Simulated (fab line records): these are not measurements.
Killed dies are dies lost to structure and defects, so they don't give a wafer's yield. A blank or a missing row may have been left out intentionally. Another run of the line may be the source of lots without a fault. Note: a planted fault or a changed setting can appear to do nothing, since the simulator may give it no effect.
Split-lot experiment	flow n5_finfet	route with 1938 steps; 7 lots, 39 wafers read

ABOUT THE SPLIT
At N5_BEOL_M9_TRENCH_ETCH_37 (etches SiCOH lowk in C4F6/O2, target depth 151.43 nm, time 49 s), the setting time_s was moved away from the recipe's 49 s on 15 of the 39 wafers read, by -29.3% to +42.8%. This setting was run at the recipe's value on the other wafers.

FROM THE SPLIT TO THE READING: what the file shows between them, 11 steps
- N5_BEOL_M9_ETCH_41: etches SiCN in CH3F/O2, target depth 36.6 nm, time 70.1 s
- N5_BEOL_M9_STRIP_80: strips in N2/H2, time 10 s
- N5_BEOL_M9_OCD_MEAS_38
- N5_BEOL_M9_HM_STRIP_39: strips TiN in peroxide tin strip, target depth 25 nm, time 158 s
- N5_BEOL_M9_SRD_40: time 30 s
- N5_BEOL_M9_ECD_50: material Cu, target thk 318 nm
- N5_BEOL_M9_ANNEAL_51: time 90 s
- N5_BEOL_M9_CMP_52: polishes, stops on SiCOH lowk, t overpolish 7 s, target thk 140 nm
- N5_BEOL_M9_THK_MEAS_53: measures by xrf
- N5_BEOL_M9_PRE_CLEAN_55: time 15 s
- N5_BEOL_M9_DEP_56: deposits SiCN from 3MS/NH3, target thk 15 nm, time 26.5 s

THE READING
Measured at N5_BEOL_M9_RS_MEAS_57 by four-point probe: M9_RS, in ohm/sq. Fault-free wafers of this fab line usually give 0.150 ohm/sq, standard deviation 0.0034 ohm/sq.

wafer	tool, chamber at the split	time_s as run, s	against the recipe	M9_RS, ohm/sq	against lot-mates on the recipe
L075.1	rie_diel-04, 2	35.64	-27.3%	0.228	+0.076
L075.2	rie_diel-04, 1	35.64	-27.3%	0.220	+0.068
L075.3	rie_diel-04, 3	49	recipe	0.147	-
L075.4	rie_diel-04, 0	35.64	-27.3%	0.235	+0.083
L075.5	rie_diel-04, 3	49	recipe	0.152	-
L075.6	rie_diel-04, 0	49	recipe	0.157	-
L088.1	rie_diel-04, 1	49	recipe	0.145	-
L088.2	rie_diel-04, 3	49	recipe	0.146	-
L088.6	rie_diel-04, 3	49	recipe	0.146	-
L089.1	rie_diel-04, 2	49	recipe	0.152	-
L089.2	rie_diel-04, 1	34.92	-28.7%	0.225	+0.074
L089.3	rie_diel-04, 3	49	recipe	0.150	-
L089.4	rie_diel-04, 0	34.92	-28.7%	0.240	+0.089
L089.5	rie_diel-04, 2	34.92	-28.7%	0.230	+0.079
L089.6	rie_diel-04, 1	49	recipe	0.151	-
L090.1	rie_diel-01, 3	49	recipe	0.149	-
L090.2	rie_diel-01, 2	58.33	+19.0%	0.120	-0.030
L090.3	rie_diel-01, 0	49	recipe	0.151	-
L090.4	rie_diel-01, 3	49	recipe	0.149	-
L090.5	rie_diel-01, 0	58.33	+19.0%	0.122	-0.028
L090.6	rie_diel-01, 2	58.33	+19.0%	0.121	-0.029
L092.1	rie_diel-01, 0	49	recipe	0.151	-
L092.2	rie_diel-01, 2	69.97	+42.8%	0.098	-0.052
L092.3	rie_diel-01, 3	49	recipe	0.149	-
L092.4	rie_diel-01, 0	49	recipe	0.149	-
L092.5	rie_diel-01, 2	69.97	+42.8%	0.099	-0.051
L092.6	rie_diel-01, 3	69.97	+42.8%	0.097	-0.053
L094.1	rie_diel-04, 1	49	recipe	0.148	-
L094.2	rie_diel-04, 3	49	recipe	0.145	-
L094.3	rie_diel-04, 2	49	recipe	0.150	-
L094.4	rie_diel-04, 0	49	recipe	0.155	-
L094.5	rie_diel-04, 0	49	recipe	0.155	-
L094.6	rie_diel-04, 3	49	recipe	0.148	-
L097.1	rie_diel-04, 1	49	recipe	0.150	-
L097.2	rie_diel-04, 2	49	recipe	0.154	-
L097.3	rie_diel-04, 3	34.65	-29.3%	0.228	+0.076
L097.4	rie_diel-04, 2	49	recipe	0.152	-
L097.5	rie_diel-04, 1	34.65	-29.3%	0.230	+0.078
L097.6	rie_diel-04, 3	34.65	-29.3%	0.227	+0.075

FIT RESULTS
A straight line over all 39 wafers: M9_RS changes by -0.00202 ohm/sq for each +1% of time_s; r = -0.95; the points scatter about the line by 0.013 ohm/sq.
The same after taking each lot's own level away (the mean of its wafers on the recipe; 39 wafers): -0.00199 ohm/sq for each +1%; r = -0.95; scatter 0.012 ohm/sq.
Per that fit: largest time_s move, reading shift of 0.085 ohm/sq.
From 0.1457 to 0.1520 ohm/sq: that is the span of the lots' own levels, equal to 1.9 times the standard deviation above.
The two slopes are in agreement: the lot-to-lot level therefore moves the slope only a little.
Check: with one of the wafers moved furthest among these (+42.8%) left out of the fit, the line predicts -0.0821 ohm/sq for it against its lot-mates. It came out at -0.0517 ohm/sq against them.

THE WHOLE CHAIN: every reading that the file lists as answering this split, in the file's order
step	what it does	reading	change (the file's fit)	r (the file's)
N5_BEOL_M9_TRENCH_ETCH_37	etches SiCOH lowk in C4F6/O2, target depth 151.43 nm, time 49 s	etch.depth_nm (the simulator's own value, which no gauge read)	+1.56 nm for each +1% of the setting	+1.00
N5_BEOL_M9_TRENCH_ETCH_37	etches SiCOH lowk in C4F6/O2, target depth 151.43 nm, time 49 s	BEOL_M9.feature_depth_nm (the simulator's own value, which no gauge read)	+1.56 nm for each +1% of the setting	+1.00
N5_BEOL_M9_TRENCH_ETCH_37	etches SiCOH lowk in C4F6/O2, target depth 151.43 nm, time 49 s	TiN_of_BEOL_M9_HM_DEP_02.thk_nm (the simulator's own value, which no gauge read)	-0.0453 nm for each +1% of the setting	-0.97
N5_BEOL_M9_OCD_MEAS_38		trench_depth_nm	+1.55 nm for each +1% of the setting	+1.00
N5_BEOL_M9_CMP_52	polishes, stops on SiCOH lowk, t overpolish 7 s, target thk 140 nm	Cu_of_BEOL_M9_ECD_50.thk_nm (the simulator's own value, which no gauge read)	+1.55 nm for each +1% of the setting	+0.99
N5_BEOL_M9_THK_MEAS_53	measures by xrf	M9_THK	+1.55 for each +1% of the setting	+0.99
N5_BEOL_M9_RS_MEAS_57	measures by four-point-probe	M9_RS	-0.00203 for each +1% of the setting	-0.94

THE FILE'S OWN FIT
M9_RS changes by -0.00203 ohm/sq for each +1% of time_s, r = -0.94.
